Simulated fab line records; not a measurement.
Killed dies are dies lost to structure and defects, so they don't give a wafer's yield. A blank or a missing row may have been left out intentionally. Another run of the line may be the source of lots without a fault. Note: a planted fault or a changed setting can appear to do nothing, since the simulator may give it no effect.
Matching of chambers :: flow n5Finfet :: 4 sister chambers for N5_MOL_CONTACT_COAG_ETCH_106 on rieDiel-02
The step etches SOC in N2/H2, target depth 80 nm, overetch 16 nm, time 120 s. 16 wafers are shown with their chamber, then 8 later ones without.

== EACH WAFER AND ITS CHAMBER ==
wafer: L074.3
chamber: 0
drypumpMotorCurrentA (A): 6.5
showerheadPlenumPTorr (Torr): 2.72
throttleValvePct (%): 17.93

wafer: L074.5
chamber: 0
drypumpMotorCurrentA (A): 6.5
showerheadPlenumPTorr (Torr): 2.72
throttleValvePct (%): 17.93

wafer: L074.6
chamber: 1
drypumpMotorCurrentA (A): 6.3
showerheadPlenumPTorr (Torr): 2.53
throttleValvePct (%): 17.69

wafer: L075.3
chamber: 0
drypumpMotorCurrentA (A): 6.5
showerheadPlenumPTorr (Torr): 2.72
throttleValvePct (%): 17.94

wafer: L075.4
chamber: 3
drypumpMotorCurrentA (A): 5.9
showerheadPlenumPTorr (Torr): 2.57
throttleValvePct (%): 18.16

wafer: L075.6
chamber: 0
drypumpMotorCurrentA (A): 6.5
showerheadPlenumPTorr (Torr): 2.72
throttleValvePct (%): 17.93

wafer: L076.3
chamber: 2
drypumpMotorCurrentA (A): 5.1
showerheadPlenumPTorr (Torr): 2.53
throttleValvePct (%): 18.11

wafer: L076.4
chamber: 0
drypumpMotorCurrentA (A): 6.5
showerheadPlenumPTorr (Torr): 2.72
throttleValvePct (%): 17.94

wafer: L076.6
chamber: 1
drypumpMotorCurrentA (A): 6.3
showerheadPlenumPTorr (Torr): 2.53
throttleValvePct (%): 17.71

wafer: L081.2
chamber: 0
drypumpMotorCurrentA (A): 6.6
showerheadPlenumPTorr (Torr): 2.72
throttleValvePct (%): 17.94

wafer: L081.5
chamber: 2
drypumpMotorCurrentA (A): 5.1
showerheadPlenumPTorr (Torr): 2.52
throttleValvePct (%): 18.12

wafer: L081.6
chamber: 1
drypumpMotorCurrentA (A): 6.3
showerheadPlenumPTorr (Torr): 2.53
throttleValvePct (%): 17.71

wafer: L091.1
chamber: 3
drypumpMotorCurrentA (A): 5.9
showerheadPlenumPTorr (Torr): 2.55
throttleValvePct (%): 18.19

wafer: L091.2
chamber: 2
drypumpMotorCurrentA (A): 5.1
showerheadPlenumPTorr (Torr): 2.52
throttleValvePct (%): 18.17

wafer: L091.6
chamber: 0
drypumpMotorCurrentA (A): 6.5
showerheadPlenumPTorr (Torr): 2.71
throttleValvePct (%): 17.98

wafer: L092.1
chamber: 1
drypumpMotorCurrentA (A): 6.3
showerheadPlenumPTorr (Torr): 2.52
throttleValvePct (%): 17.74

SIGNATURES (means of the wafers above)
reading: drypumpMotorCurrentA
chamber 0: 6.514
chamber 1: 6.300
chamber 2: 5.100
chamber 3: 5.900
scatter within a chamber: 0.0267

reading: showerheadPlenumPTorr
chamber 0: 2.7186
chamber 1: 2.5275
chamber 2: 2.5233
chamber 3: 2.5600
scatter within a chamber: 0.00597

reading: throttleValvePct
chamber 0: 17.9414
chamber 1: 17.7125
chamber 2: 18.1333
chamber 3: 18.1750
scatter within a chamber: 0.0218
Rule: a wafer's distance from a chamber is the root of the sum, over the readings, of the square of ((its reading less the chamber's mean) divided by the reading's scatter). If the next closest chamber is less than 2 further off than the closest, the wafer can't be placed; otherwise it belongs to the closest. The scatter is the square root of a quotient: the sum, over the shown wafers, of each reading's squared deviation from its chamber's mean, divided by wafers minus chambers.

== WAFERS WHOSE CHAMBER IS MISSING ==
wafer: L092.3
drypumpMotorCurrentA (A): 5.9
showerheadPlenumPTorr (Torr): 2.55
throttleValvePct (%): 18.19

wafer: L092.4
drypumpMotorCurrentA (A): 5.1
showerheadPlenumPTorr (Torr): 2.52
throttleValvePct (%): 18.15

wafer: L095.2
drypumpMotorCurrentA (A): 6.3
showerheadPlenumPTorr (Torr): 2.52
throttleValvePct (%): 17.75

wafer: L095.3
drypumpMotorCurrentA (A): 5.1
showerheadPlenumPTorr (Torr): 2.51
throttleValvePct (%): 18.17

wafer: L095.5
drypumpMotorCurrentA (A): 6.5
showerheadPlenumPTorr (Torr): 2.71
throttleValvePct (%): 17.99

wafer: L097.1
drypumpMotorCurrentA (A): 5.9
showerheadPlenumPTorr (Torr): 2.55
throttleValvePct (%): 18.23

wafer: L097.3
drypumpMotorCurrentA (A): 6.2
showerheadPlenumPTorr (Torr): 2.52
throttleValvePct (%): 17.76

wafer: L097.5
drypumpMotorCurrentA (A): 5.1
showerheadPlenumPTorr (Torr): 2.51
throttleValvePct (%): 18.18

== WHICH CHAMBER EACH WENT THROUGH ==
wafer: L092.3
from the rows above: 3
in truth: 3

wafer: L092.4
from the rows above: 2
in truth: 2

wafer: L095.2
from the rows above: 1
in truth: 1

wafer: L095.3
from the rows above: 2
in truth: 2

wafer: L095.5
from the rows above: 0
in truth: 0

wafer: L097.1
from the rows above: 3
in truth: 3

wafer: L097.3
from the rows above: 1
in truth: 1

wafer: L097.5
from the rows above: 2
in truth: 2
Correct placement for 8 of the 8. Number that these rows cannot place: 0. Number placed wrongly: 0.
